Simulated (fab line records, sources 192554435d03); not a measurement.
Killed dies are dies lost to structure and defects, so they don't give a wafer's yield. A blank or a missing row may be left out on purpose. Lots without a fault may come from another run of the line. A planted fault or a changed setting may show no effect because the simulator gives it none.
fab line records | flow n5_finfet
record lots=10 wafers=29 last_day=18
route steps=1938 shown BEOL_M14@1753 BEOL_M15@1773 PASSIVATION@1936
lots that met no fault: from a run of the same line without faults
start_h: hours from the record's first day to the start of the lot's first wafer shown | wait_h: hours since the lot's step before | " the same as in the row above | L1.1+2: a row that stands for several wafers | - no value, or no start given | * or withheld: withheld | < > ~ a bound
route shown NAME@n: a module of which the file shows steps, and the number in the route of the first | usual: mean/standard deviation of fault-free wafers | same: alike in all rows | chamber/n: place in a boat | sites: the reading at each site | _std_site: their standard deviation | _edge_site: outer sites' mean less inner sites' | radius_mm: how far each site lies from the wafer's centre | mask NAME#n: copy n | behind: the tool/chamber that last shaped the wafer | hold: why the lot was held/for how many hours/how that ended | device: the transistor (n, p or np) that didn't switch | end of line: the same wafers' tests at the end of the route | a step without rows: its recipe alone | killed: dies lost to structure and defects at the first sort, not the wafer's yield | map: a wafer's dies, x killed, . not, _ none there
set.NAME: the setting as run; set.NAME@STEP: as run at that earlier step | model.NAME: the simulator's own value behind a step, which no gauge read
steps of the route over a sample of lots; a table a step, a row a wafer
services: from which hour (start_h, from the record's first day; less than 0 if before it) a tool's chamber was out of use, for how many hours, and why
## steps
# step N5_BEOL_M14_TRENCH_ETCH_34
# recipe chemistry=C4F8/O2/Ar target=SiO2 target_depth_a=5566.5 mask_material=SOC he_inner_torr=15 he_outer_torr=30 time_s=126.9 ion_energy_ev=800 pressure_mtorr=20 source_w=1905 bias_w=2040 Ar_flow_sccm=400 C4F8_flow_sccm=16 O2_flow_sccm=12
# usual chamber_pressure_mTorr=20.000/0.018 drypump_motor_current_A=5.6/0.42 oes_product_au=0.82/0.063 rf_vpp_V=2228/37 showerhead_plenum_p_Torr=3.46/0.084 throttle_valve_pct=30.91/0.19
# columns lot.wafer tool chamber start_h wait_h chamber_pressure_mTorr drypump_motor_current_A oes_product_au rf_hours_counter_h rf_vpp_V showerhead_plenum_p_Torr throttle_valve_pct
L757.2 rie_diel-06 3 266.95 0.0 19.977 5.1 0.91 20 2273 3.52 31.06
L757.3 " 2 " " 20.021 5.3 0.82 84 2254 3.58 30.59
L757.5 " 0 " " 19.994 5.3 0.73 - 2208 3.40 31.11
L762.2 rie_diel-01 0 305.54 0.0 20.013 5.4 0.81 112 2169 3.44 30.66
L762.4 " 3 " " 19.979 5.6 0.95 7 2245 3.51 30.98
L762.5 " 3 " " 19.990 5.6 0.94 - 2244 3.52 30.96
L763.2 rie_diel-01 0 306.12 0.0 19.971 5.4 0.80 112 2169 3.43 30.66
L763.5 " 2 " " 19.970 4.9 0.87 - 2281 3.48 30.75
L763.6 " 3 " " 20.002 5.6 0.94 - 2245 3.51 30.99
L767.1 rie_diel-05 3 334.58 0.0 20.018 6.3 0.86 41 2196 3.50 30.92
L767.4 " 0 " " 20.006 5.7 0.75 150 2184 3.46 30.75
L767.5 " 0 " " 20.015 5.7 0.75 - 2183 3.46 30.77
L771.4 rie_diel-01 3 342.13 0.0 19.989 5.6 0.91 20 2242 3.51 30.99
L771.5 " 0 " " 19.958 5.4 0.79 - 2170 3.43 30.68
L771.6 " 3 " " 20.020 5.6 0.90 - 2243 3.51 30.99
L769.1 rie_diel-06 2 345.16 0.0 20.000 5.3 0.79 115 2253 3.56 30.61
L769.2 " 0 " " 20.002 5.3 0.71 219 2206 3.39 31.12
L769.3 " 3 " " 19.980 5.2 0.85 52 2271 3.51 31.10
L770.1 rie_diel-06 0 345.74 0.0 20.001 5.3 0.70 220 2208 3.39 31.11
L770.3 " 3 " " 20.009 5.2 0.85 52 2271 3.51 31.09
L770.4 " 1 " " 19.969 6.2 0.93 14 2216 3.66 30.87
L774.1 rie_diel-05 2 360.06 0.0 20.019 5.8 0.80 109 2250 3.31 30.99
L774.4 " 1 " " 19.980 5.9 0.81 - 2266 3.30 30.97
L774.5 " 2 " " 19.988 5.8 0.81 - 2249 3.31 30.99
L779.2 rie_diel-01 1 392.75 0.0 19.993 6.1 0.77 160 2210 3.44 31.19
L779.3 " 0 " " 19.980 5.4 0.79 142 2169 3.42 30.70
L779.5 " 0 " " 20.007 5.4 0.78 - 2168 3.42 30.70
L778.4 rie_diel-06 2 400.54 0.0 19.986 5.3 0.76 134 2254 3.55 30.61
L778.6 " 3 " " 19.987 5.1 0.82 - 2270 3.50 31.10
# step N5_BEOL_M14_STRIP_37
# recipe chemistry=O2 power_w=600 temp_c=60 pressure_mtorr=30 rf_frequency_hz=6e+07 bias_power_w=0 overash_fraction=0.3 o2_flow_sccm=225
# usual chamber_pressure_mTorr=30.00/0.054 drypump_motor_current_A=5.6/0.41 oes_product_au=0.82/0.062 rf_vpp_V=3.7/0.93 showerhead_plenum_p_Torr=2.12/0.057 throttle_valve_pct=16.66/0.16
# columns lot.wafer tool chamber start_h wait_h chamber_pressure_mTorr drypump_motor_current_A oes_product_au rf_hours_counter_h rf_vpp_V showerhead_plenum_p_Torr throttle_valve_pct
L757.2 rie_diel-01 1 267.33 0.2 30.03 6.1 0.80 112 5.4 2.11 16.67
L757.3 " 0 " " 30.03 5.4 0.83 95 2.8 2.14 16.69
L757.5 " 1 " " 29.85 6.1 0.80 - 3.5 2.11 16.76
L762.2 rie_diel-06 3 305.77 0.1 30.06 5.1 0.86 37 2.6 2.15 16.64
L762.4 " 3 " " 30.00 5.1 0.88 - 2.3 2.15 16.66
L762.5 " 2 " " 29.93 5.3 0.81 - 3.6 2.20 16.59
L763.2 rie_diel-06 0 309.48 3.2 29.91 5.4 0.72 206 4.0 2.08 16.95
L763.5 " 2 " " 29.90 5.3 0.80 - 4.8 2.20 16.59
L763.6 " 3 " " 29.95 5.1 0.88 - 3.1 2.15 16.69
L767.1 rie_diel-01 2 338.16 3.4 30.00 4.9 0.83 89 4.5 2.14 16.60
L767.4 " 0 " " 29.97 5.4 0.78 122 4.0 2.13 16.68
L767.5 " 3 " " 30.03 5.6 0.91 - 3.0 2.15 16.60
L771.4 rie_diel-06 1 342.40 0.1 30.03 6.2 0.94 12 4.5 2.22 16.32
L771.5 " 0 " " 30.00 5.3 0.71 - 2.8 2.07 16.95
L771.6 " 1 " " 29.97 6.2 0.94 - 3.0 2.22 16.30
L769.1 rie_diel-06 1 348.67 3.4 29.98 6.1 0.94 15 3.6 2.22 16.34
L769.2 " 3 " " 29.97 5.1 0.84 53 3.6 2.15 16.67
L769.3 " 2 " " 29.93 5.3 0.78 116 5.1 2.20 16.58
L770.1 rie_diel-06 0 354.90 9.0 29.93 5.3 0.71 221 3.2 2.07 16.98
L770.3 " 3 " " 30.07 5.1 0.84 54 4.1 2.15 16.66
L770.4 " 1 " " 29.91 6.2 0.94 15 2.9 2.22 16.33
L774.1 rie_diel-06 2 363.06 2.8 30.03 5.3 0.79 120 4.6 2.20 16.59
L774.4 " 1 " " 29.99 6.2 0.92 18 3.9 2.22 16.34
L774.5 " 2 " " 29.99 5.3 0.78 - 4.0 2.20 16.62
L779.2 rie_diel-01 3 393.69 0.8 29.99 5.6 0.88 40 5.0 2.14 16.63
L779.3 " 1 " " 30.01 6.1 0.78 160 3.3 2.09 16.83
L779.5 " 3 " " 29.99 5.6 0.88 - 3.6 2.14 16.62
L778.4 rie_diel-06 2 400.93 0.2 29.98 5.3 0.77 134 3.6 2.19 16.64
L778.6 " 3 " " 29.89 5.1 0.82 - 4.2 2.14 16.71
# step N5_BEOL_M14_ANNEAL_48
# recipe temp_c=225 time_s=90 ambient=N2
# usual wafer_temp_C_max=226.4/0.69
# columns lot.wafer tool chamber start_h wait_h wafer_temp_C_max
L757.2 rtp_anneal-02 0 268.39 0.2 225.6
L757.3 " 0 " " 225.9
L757.5 " 0 " " 225.4
L762.2 rtp_anneal-02 0 306.71 0.2 225.6
L762.4 " 0 " " 225.7
L762.5 " 0 " " 225.6
L763.2 rtp_anneal-02 0 311.96 0.4 225.7
L763.5 " 0 " " 226.3
L763.6 " 0 " " 225.9
L767.1 rtp_anneal-02 0 339.77 0.1 225.7
L767.4 " 0 " " 225.6
L767.5 " 0 " " 226.3
L771.4 rtp_anneal-02 0 343.35 0.2 225.9
L771.5 " 0 " " 226.1
L771.6 " 0 " " 225.6
L769.1 rtp_anneal-01 0 349.95 0.1 226.6
L769.2 " 0 " " 226.8
L769.3 " 0 " " 227.1
L770.1 rtp_anneal-02 0 356.18 0.1 225.8
L770.3 " 0 " " 225.6
L770.4 " 0 " " 225.7
L774.1 rtp_anneal-02 0 364.39 0.5 225.9
L774.4 " 0 " " 225.6
L774.5 " 0 " " 225.7
L779.2 rtp_anneal-01 0 395.01 0.5 226.7
L779.3 " 0 " " 227.3
L779.5 " 0 " " 227.3
L778.4 rtp_anneal-01 0 402.13 0.2 227.4
L778.6 " 0 " " 226.7
# step N5_BEOL_M15_ILD_DEP_00
# recipe material=SiO2 target_thk_a=16293 temp_c=400 precursor=TEOS/O2 pressure_torr=6.5 rf_w=900 teos_flow_sccm=161.4 gas=O2 flow_sccm=2650 time_s=346.1
# usual chamber_pressure_Torr=6.500/0.014 heater_power_w=562/90 run_length_s=389.1/0.54 showerhead_plenum_p_Torr=8.34/0.044 throttle_valve_pct=18.5/1
# columns lot.wafer tool chamber start_h wait_h chamber_pressure_Torr heater_power_w run_length_s showerhead_plenum_p_Torr throttle_valve_pct
L757.2 pecvd-01 0 269.13 0.0 6.509 559 390.2 8.34 17.6
L757.3 " 2 " " 6.504 610 389.3 8.30 17.6
L757.5 " 2 " " 6.482 712 389.5 8.31 17.5
L762.2 pecvd-04 2 307.45 0.0 6.511 450 388.0 8.37 16.5
L762.4 " 2 " " 6.513 522 388.2 8.35 16.6
L762.5 " 0 " " 6.501 534 389.1 8.34 19.6
L763.2 pecvd-01 1 312.70 0.0 6.491 434 526.0 8.25 20.0
L763.5 " 0 " " 6.502 473 526.5 8.33 17.7
L763.6 " 2 " " 6.497 748 389.3 8.28 17.8
L767.1 pecvd-01 2 340.60 0.0 6.488 752 388.9 8.33 17.8
L767.4 " 1 " " 6.481 519 526.1 8.27 20.2
L767.5 " 0 " " 6.497 492 526.6 8.33 18.0
L771.4 pecvd-04 0 344.21 0.1 6.496 534 389.1 8.35 19.3
L771.5 " 1 " " 6.512 495 389.9 8.39 18.4
L771.6 " 2 " " 6.495 410 388.4 8.37 16.8
L769.1 pecvd-04 0 350.74 0.0 6.528 628 389.4 8.36 19.2
L769.2 " 1 " " 6.487 613 389.8 8.39 18.7
L769.3 " 2 " " 6.514 514 388.3 8.37 16.9
L770.1 pecvd-04 2 356.96 0.0 6.499 547 388.5 8.35 16.9
L770.3 " 1 " " 6.507 514 389.3 8.42 18.3
L770.4 " 1 " " 6.505 601 389.4 8.41 18.7
L774.1 pecvd-03 0 365.19 0.0 6.514 478 388.9 8.37 19.0
L774.4 " 2 " " 6.496 683 389.1 8.33 18.0
L774.5 " 1 " " 6.491 455 389.0 8.40 19.1
L779.2 pecvd-03 0 395.75 0.0 6.480 510 389.2 8.37 19.1
L779.3 " 0 " " 6.475 402 389.7 8.37 18.9
L779.5 " 2 " " 6.500 530 388.8 8.35 18.2
L778.4 pecvd-01 2 402.92 0.1 6.533 579 389.1 8.29 18.0
L778.6 " 1 " " 6.515 419 388.8 8.27 20.3
# step N5_BEOL_M15_THK_MEAS_01
# recipe reads=SiO2_of_BEOL_M15_ILD_DEP_00
# usual M15_ILD_THK=1632/26
# columns lot.wafer tool chamber start_h wait_h M15_ILD_THK[nm]
L757.2 film_metro-02 - 269.38 0.1 1623
L757.3 " - " " 1579
L757.5 " - " " 1643
L762.2 film_metro-02 - 307.70 0.1 1668
L762.4 " - " " 1672
L762.5 " - " " 1666
L763.2 film_metro-01 - 312.95 0.1 2249
L763.5 " - " " 2277
L763.6 " - " " 1604
L767.1 film_metro-02 - 340.85 0.1 1546
L767.4 " - " " 2296
L767.5 " - " " 2272
L771.4 film_metro-02 - 344.35 0.0 1646
L771.5 " - " " 1620
L771.6 " - " " 1656
L769.1 film_metro-01 - 350.99 0.1 1612
L769.2 " - " " 1632
L769.3 " - " " 1640
L770.1 film_metro-01 - 357.23 0.2 1645
L770.3 " - " " 1597
L770.4 " - " " 1635
L774.1 film_metro-02 - 365.44 0.1 1629
L774.4 " - " " 1672
L774.5 " - " " 1666
L779.2 film_metro-01 - 396.11 0.3 1600
L779.3 " - " " 1640
L779.5 " - " " 1675
L778.4 film_metro-02 - 403.07 0.0 1596
L778.6 " - " " 1623
# step N5_PASSIVATION_PROBE_49
# usual defect_limited_yield=91.3/1.5 killed_at_M0_to_M3=31/11 killed_at_M4_up=14/5.1 killed_at_contacts=12/5.6 killed_at_front_end=42/12 killed_at_other=3.8/2.9 killed_dies=103/18 killed_open=67/14 killed_short=33/8 sort_bin_4_leakage=0.00/0.0073 sort_bin_5_function=5.1/1 sort_bin_6_memory=3.2/0.75 sort_n_pass=1077/18 sort_yield_pct=91.3/1.5
# same gross_dies=1180 killed_at_back_side=0 sort_bin_8_speed[%]=0
# columns lot.wafer tool chamber start_h wait_h defect_limited_yield[%] killed_at_M0_to_M3 killed_at_M4_up killed_at_contacts killed_at_front_end killed_at_other killed_dies killed_open killed_short sort_bin_4_leakage[%] sort_bin_5_function[%] sort_bin_6_memory[%] sort_n_pass sort_yield_pct[%]
L757.2 prober-02 - 291.91 0.9 90.8 41 10 22 36 0 109 72 34 0 5.1 3.8 1071 90.8
L757.3 prober-02 - 291.96 0.9 90.1 39 7 15 54 2 117 76 40 0 5.9 3.6 1063 90.1
L757.5 prober-02 - 292.06 1.0 92.0 40 8 15 25 6 94 65 26 0 5.0 2.4 1086 92.0
L762.2 prober-01 - 331.52 0.1 90.0 37 21 14 40 6 118 87 31 0 4.8 5.0 1062 90.0
L762.4 prober-01 - 331.62 0.2 92.3 22 12 13 43 1 91 68 23 0 4.7 2.8 1089 92.3
L762.5 prober-01 - 331.67 0.2 92.7 31 18 3 33 1 86 52 34 0 4.8 2.2 1094 92.7
L763.2 prober-01 - 339.47 0.1 91.1 15 15 11 60 4 105 73 22 0 4.5 3.2 1075 91.1
L763.5 prober-01 - 339.62 0.2 93.2 17 12 9 36 6 80 49 31 0 4.0 2.5 1100 93.2
L763.6 prober-01 - 339.67 0.3 92.0 22 16 8 45 3 94 64 29 0 4.2 3.4 1086 92.0
L767.1 prober-01 - 364.64 0.0 92.4 26 9 13 36 6 90 53 31 0 4.3 2.7 1090 92.4
L767.4 prober-01 - 364.79 0.2 89.6 40 14 7 51 11 123 73 40 0 6.3 3.1 1057 89.6
L767.5 prober-01 - 364.84 0.2 91.7 26 14 16 34 8 98 57 37 0 4.8 2.9 1082 91.7
L771.4 prober-01 - 368.49 0.2 90.8 34 12 6 44 12 108 66 42 0 4.9 3.9 1072 90.8
L771.5 prober-01 - 368.54 0.2 91.9 20 17 16 41 2 96 77 19 0 4.0 4.1 1084 91.9
L771.6 prober-01 - 368.59 0.3 91.5 32 17 9 34 8 100 69 31 0 5.6 2.5 1080 91.5
L769.1 prober-02 - 374.03 0.0 89.2 32 11 12 64 8 127 82 45 0 5.9 4.2 1053 89.2
L769.2 prober-02 - 374.08 0.1 89.1 23 10 17 74 5 129 82 45 0 6.8 3.6 1051 89.1
L769.3 prober-02 - 374.13 0.1 90.4 27 6 6 66 8 113 85 26 0 5.9 3.2 1067 90.4
L770.1 prober-01 - 379.42 0.0 91.7 20 10 20 45 3 98 69 28 0 4.7 3.6 1082 91.7
L770.3 prober-01 - 379.52 0.1 89.2 38 14 18 56 1 127 104 23 0 5.8 4.5 1053 89.2
L770.4 prober-01 - 379.57 0.2 90.7 35 9 25 35 6 110 74 35 0 6.1 3.1 1070 90.7
L774.1 prober-01 - 384.76 0.0 92.7 32 8 16 28 2 86 56 28 0 4.5 2.5 1094 92.7
L774.4 prober-01 - 384.91 0.2 91.7 40 10 5 37 6 98 58 34 0 4.5 3.0 1082 91.7
L774.5 prober-01 - 384.96 0.2 93.8 26 14 11 20 2 73 46 27 0 3.2 3.0 1107 93.8
L779.2 prober-01 - 416.41 0.1 90.9 36 10 9 47 5 107 70 31 0 4.2 4.2 1073 90.9
L779.3 prober-01 - 416.46 0.1 90.7 27 19 14 48 2 110 72 38 0 5.6 3.4 1070 90.7
L779.5 prober-01 - 416.56 0.2 92.6 19 12 7 47 2 87 56 31 0 4.6 2.5 1093 92.6
L778.4 prober-01 - 422.65 0.2 91.6 31 13 13 39 3 99 75 22 0.08 4.8 3.5 1080 91.5
L778.6 prober-01 - 422.75 0.3 92.8 40 12 10 20 3 85 62 22 0 4.1 2.6 1095 92.8
# killed by level:class
L757.2 MOL_CONTACT_COAG:geometric_particle:open=19 BEOL_M0_SAQP:geometric_particle:short=15 BEOL_M0_SAQP:geometric_particle:open=14 GATE_CUT:geometric_particle:short=6 BEOL_M2:geometric_particle:open=6 STI_FIN_REVEAL:geometric_particle:open=5 FIN_SAQP:geometric_particle:open=4 SPACER0:geometric_particle:open=4
L757.3 FIN_SAQP:geometric_particle:open=16 BEOL_M0_SAQP:geometric_particle:open=15 MOL_CONTACT_COAG:geometric_particle:open=13 BEOL_M0_SAQP:geometric_particle:short=13 STI_FIN_REVEAL:geometric_particle:open=10 BEOL_M2:geometric_particle:short=5 STARTING-WAFER:geometric_particle:open=5 FIN_SAQP:geometric_particle:short=3
L757.5 BEOL_M0_SAQP:geometric_particle:open=14 MOL_CONTACT_COAG:geometric_particle:open=13 BEOL_M0_SAQP:geometric_particle:short=13 PASS1_CAP:geometric_particle:open=6 BEOL_M3:geometric_particle:open=5 STARTING-WAFER:geometric_particle:open=5 STARTING-WAFER:geometric_particle:short=5 BEOL_M1:geometric_particle:open=4
L762.2 MOL_CONTACT_COAG:geometric_particle:open=12 STI_FIN_REVEAL:geometric_particle:open=11 BEOL_M4:geometric_particle:open=11 BEOL_M3:geometric_particle:open=8 FIN_SAQP:geometric_particle:open=5 FIN_SAQP:geometric_particle:short=5 BEOL_M0_SAQP:geometric_particle:short=5 BEOL_M0_SAQP:geometric_particle:open=5
L762.4 STI_FIN_REVEAL:geometric_particle:open=21 MOL_CONTACT_COAG:geometric_particle:open=12 BEOL_M4:geometric_particle:open=5 FIN_SAQP:geometric_particle:open=4 GATE_CUT:geometric_particle:short=4 BEOL_M0_SAQP:geometric_particle:open=4 BEOL_M0_SAQP:geometric_particle:short=4 BEOL_M1:geometric_particle:open=4
L762.5 FIN_SAQP:geometric_particle:short=11 BEOL_M4:geometric_particle:open=11 BEOL_M0_SAQP:geometric_particle:short=8 BEOL_M0_SAQP:geometric_particle:open=7 BEOL_M2:geometric_particle:open=6 FIN_SAQP:geometric_particle:open=4 DUMMY_GATE:geometric_particle:open=4 GATE_CUT:geometric_particle:open=3
L763.2 FIN_SAQP:geometric_particle:open=15 MOL_CONTACT_COAG:geometric_particle:open=10 HKMG_FIN:area_etch=10 STI_FIN_REVEAL:geometric_particle:open=8 GATE_CUT:geometric_particle:short=6 BEOL_M2:geometric_particle:open=6 FIN_SAQP:geometric_particle:short=5 BEOL_M4:geometric_particle:open=5
L763.5 FIN_SAQP:geometric_particle:short=11 DUMMY_GATE:geometric_particle:open=9 MOL_CONTACT_COAG:geometric_particle:open=6 BEOL_M5:geometric_particle:open=6 STI_FIN_REVEAL:geometric_particle:open=4 BEOL_M0_SAQP:geometric_particle:open=4 STARTING-WAFER:geometric_particle:open=4 MOL_CONTACT_COAG:geometric_particle:short=3
L763.6 FIN_SAQP:geometric_particle:open=15 FIN_SAQP:geometric_particle:short=13 BEOL_M1:geometric_particle:open=11 MOL_CONTACT_COAG:geometric_particle:open=8 BEOL_M4:geometric_particle:open=8 GATE_CUT:geometric_particle:open=6 GATE_CUT:geometric_particle:short=5 BEOL_M3:geometric_particle:open=3
L767.1 MOL_CONTACT_COAG:geometric_particle:open=9 FIN_SAQP:geometric_particle:short=6 BEOL_M3:geometric_particle:open=6 GATE_CUT:geometric_particle:short=5 STI_FIN_REVEAL:geometric_particle:open=5 BEOL_M0_SAQP:geometric_particle:open=5 BEOL_M2:geometric_particle:open=5 MOL_CONTACT_COAG:geometric_particle:short=4
L767.4 BEOL_M3:geometric_particle:open=11 STI_FIN_REVEAL:geometric_particle:open=10 BEOL_M0_SAQP:geometric_particle:open=9 BEOL_M0_SAQP:geometric_particle:short=9 HKMG_FIN:area_etch=9 FIN_SAQP:geometric_particle:short=8 BEOL_M2:geometric_particle:open=7 FIN_SAQP:geometric_particle:open=5
L767.5 MOL_CONTACT_COAG:geometric_particle:open=12 FIN_SAQP:geometric_particle:open=7 BEOL_M3:geometric_particle:open=7 DUMMY_GATE:geometric_particle:open=6 BEOL_M0_SAQP:geometric_particle:open=6 BEOL_M2:geometric_particle:short=6 FIN_SAQP:geometric_particle:short=5 BEOL_M4:geometric_particle:open=5
L771.4 STI_FIN_REVEAL:geometric_particle:open=16 BEOL_M0_SAQP:geometric_particle:short=12 BEOL_M2:geometric_particle:open=8 FIN_SAQP:geometric_particle:open=6 BEOL_M0_SAQP:geometric_particle:open=6 BEOL_M1:geometric_particle:open=6 FIN_SAQP:geometric_particle:short=5 MOL_CONTACT_COAG:geometric_particle:open=5
L771.5 STI_FIN_REVEAL:geometric_particle:open=16 MOL_CONTACT_COAG:geometric_particle:open=15 FIN_SAQP:geometric_particle:open=10 BEOL_M4:geometric_particle:open=9 BEOL_M0_SAQP:geometric_particle:open=5 BEOL_M5:geometric_particle:open=5 FIN_SAQP:geometric_particle:short=4 BEOL_M1:geometric_particle:open=4
L771.6 BEOL_M1:geometric_particle:open=12 FIN_SAQP:geometric_particle:open=10 STI_FIN_REVEAL:geometric_particle:open=10 BEOL_M4:geometric_particle:open=9 MOL_CONTACT_COAG:geometric_particle:open=6 BEOL_M0_SAQP:geometric_particle:short=6 BEOL_M0_SAQP:geometric_particle:open=5 BEOL_M1:geometric_particle:short=5
L769.1 FIN_SAQP:geometric_particle:open=16 STI_FIN_REVEAL:geometric_particle:open=15 FIN_SAQP:geometric_particle:short=10 MOL_CONTACT_COAG:geometric_particle:open=9 BEOL_M1:geometric_particle:open=7 BEOL_M0_SAQP:geometric_particle:short=6 BEOL_M0_SAQP:geometric_particle:open=6 DUMMY_GATE:geometric_particle:open=6
L769.2 FIN_SAQP:geometric_particle:open=29 FIN_SAQP:geometric_particle:short=13 STI_FIN_REVEAL:geometric_particle:open=10 MOL_CONTACT_COAG:geometric_particle:open=9 MOL_CONTACT_COAG:geometric_particle:short=8 DUMMY_GATE:geometric_particle:open=6 BEOL_M1:geometric_particle:open=6 STARTING-WAFER:geometric_particle:short=6
L769.3 STI_FIN_REVEAL:geometric_particle:open=29 FIN_SAQP:geometric_particle:open=16 BEOL_M1:geometric_particle:open=9 FIN_SAQP:geometric_particle:short=7 MOL_CONTACT_COAG:geometric_particle:open=6 BEOL_M0_SAQP:geometric_particle:open=6 BEOL_M0_SAQP:geometric_particle:short=4 BEOL_M2:geometric_particle:open=3
L770.1 MOL_CONTACT_COAG:geometric_particle:open=16 FIN_SAQP:geometric_particle:open=10 FIN_SAQP:geometric_particle:short=7 STI_FIN_REVEAL:geometric_particle:open=7 DUMMY_GATE:geometric_particle:open=6 BEOL_M2:geometric_particle:open=6 BEOL_M5:geometric_particle:open=6 MOL_CONTACT_COAG:geometric_particle:short=4
L770.3 MOL_CONTACT_COAG:geometric_particle:open=16 FIN_SAQP:geometric_particle:open=15 DUMMY_GATE:geometric_particle:open=14 BEOL_M0_SAQP:geometric_particle:open=11 STI_FIN_REVEAL:geometric_particle:open=9 BEOL_M1:geometric_particle:open=9 BEOL_M4:geometric_particle:open=7 BEOL_M2:geometric_particle:open=6
L770.4 MOL_CONTACT_COAG:geometric_particle:open=19 BEOL_M0_SAQP:geometric_particle:open=11 STI_FIN_REVEAL:geometric_particle:open=10 FIN_SAQP:geometric_particle:open=7 BEOL_M2:geometric_particle:open=6 MOL_CONTACT_COAG:geometric_particle:short=6 BEOL_M0_SAQP:geometric_particle:short=5 GATE_CUT:geometric_particle:short=4
L774.1 MOL_CONTACT_COAG:geometric_particle:open=12 STI_FIN_REVEAL:geometric_particle:open=9 BEOL_M0_SAQP:geometric_particle:open=9 BEOL_M0_SAQP:geometric_particle:short=6 BEOL_M1:geometric_particle:short=5 GATE_CUT:geometric_particle:short=4 MOL_CONTACT_COAG:geometric_particle:short=4 BEOL_M2:geometric_particle:open=4
L774.4 BEOL_M1:geometric_particle:open=9 STI_FIN_REVEAL:geometric_particle:open=8 BEOL_M1:geometric_particle:short=8 BEOL_M0_SAQP:geometric_particle:short=7 BEOL_M0_SAQP:geometric_particle:open=7 BEOL_M4:geometric_particle:open=6 HKMG_FIN:area_etch=6 GATE_CUT:geometric_particle:short=5
L774.5 MOL_CONTACT_COAG:geometric_particle:open=8 BEOL_M1:geometric_particle:open=7 STARTING-WAFER:geometric_particle:open=5 BEOL_M3:geometric_particle:open=4 STARTING-WAFER:geometric_particle:short=4 DUMMY_GATE:geometric_particle:short=3 MOL_CONTACT_COAG:geometric_particle:short=3 BEOL_M0_SAQP:geometric_particle:open=3
L779.2 BEOL_M1:geometric_particle:open=10 FIN_SAQP:geometric_particle:open=8 FIN_SAQP:geometric_particle:short=7 STI_FIN_REVEAL:geometric_particle:open=7 MOL_CONTACT_COAG:geometric_particle:open=7 HKMG_FIN:area_etch=6 BEOL_M0:geometric_particle:open=5 DUMMY_GATE:geometric_particle:open=4
L779.3 STI_FIN_REVEAL:geometric_particle:open=9 MOL_CONTACT_COAG:geometric_particle:open=9 BEOL_M4:geometric_particle:open=9 FIN_SAQP:geometric_particle:open=8 BEOL_M3:geometric_particle:open=7 FIN_SAQP:geometric_particle:short=6 BEOL_M1:geometric_particle:open=5 MOL_CONTACT_COAG:geometric_particle:short=5
L779.5 FIN_SAQP:geometric_particle:open=15 FIN_SAQP:geometric_particle:short=10 MOL_CONTACT_COAG:geometric_particle:open=7 STI_FIN_REVEAL:geometric_particle:open=5 BEOL_M2:geometric_particle:open=5 STI_FIN_REVEAL:geometric_particle:short=3 GATE_CUT:geometric_particle:short=3 BEOL_M0_SAQP:geometric_particle:short=3
L778.4 FIN_SAQP:geometric_particle:open=15 MOL_CONTACT_COAG:geometric_particle:open=11 STI_FIN_REVEAL:geometric_particle:open=7 BEOL_M2:geometric_particle:open=6 BEOL_M0:geometric_particle:open=6 BEOL_M1:geometric_particle:open=6 FIN_SAQP:geometric_particle:short=5 BEOL_M3:geometric_particle:open=4
L778.6 MOL_CONTACT_COAG:geometric_particle:open=9 BEOL_M1:geometric_particle:open=9 BEOL_M0_SAQP:geometric_particle:short=7 BEOL_M0_SAQP:geometric_particle:open=7 BEOL_M3:geometric_particle:open=7 BEOL_M4:geometric_particle:open=5 FIN_SAQP:geometric_particle:open=4 BEOL_M3:geometric_particle:short=4
## services
# columns tool chamber start_h hours kind
pecvd-01 - 258.95 5.1 repair
rie_diel-01 3 263.49 2.6 repair
rie_diel-01 3 266.36 - clean
rie_diel-01 3 266.36 - consumable_replace:focus_ring
rie_diel-01 3 266.36 24.7 scheduled_down
rie_diel-01 3 266.36 24.7 vent_cycle
rie_diel-06 1 287.58 - clean
rie_diel-06 1 287.58 - consumable_replace:focus_ring
rie_diel-06 1 287.58 - consumable_replace:showerhead
rie_diel-06 1 287.58 19.8 scheduled_down
rie_diel-06 1 287.58 19.8 vent_cycle
pecvd-04 1 287.77 1.9 repair
rie_diel-05 - 290.15 2.6 repair
pecvd-04 2 296.36 2.1 scheduled_down
rie_diel-06 0 300.58 5.8 repair
pecvd-01 0 320.34 2.1 scheduled_down
pecvd-04 - 326.25 2.8 pm
pecvd-04 2 329.76 6.5 repair
rie_diel-06 - 348.84 2.8 pm
rie_diel-05 0 350.53 25.4 repair
pecvd-01 - 368.41 6.8 repair
pecvd-04 - 382.54 0.4 repair
pecvd-03 1 383.62 - clean
pecvd-03 1 383.62 - consumable_replace:showerhead
## key
first_sign step=N5_BEOL_M15_ILD_DEP_00 reading=run_length_s direction=up sigmas=99+ usual=* struck=*
effect step=N5_BEOL_M15_THK_MEAS_01 reading=M15_ILD_THK direction=up sigmas=25 usual=1632 struck=2273
met_at N5_BEOL_M15_ILD_DEP_00
struck_lots L763,L767
struck_wafers L763.2,L763.5,L767.4,L767.5
baseline_loss step=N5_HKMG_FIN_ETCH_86 wafers=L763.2
not_acting_at N5_BEOL_M14_TRENCH_ETCH_34,N5_BEOL_M14_STRIP_37,N5_BEOL_M14_ANNEAL_48
onset_between 269.13 312.70
fault kind=process_parameter_drift tool=pecvd-01 chamber=- onset_h=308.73 steps=N5_BEOL_M15_ILD_DEP_00 channel=time_s offset=* shape=step end_h=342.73 scope=struck_wafers_only acts_in=* stated=*
# baseline_loss: these wafers lose ten dies or more at that step, a loss of the line's own and not of a fault; the sort's usual values leave them out
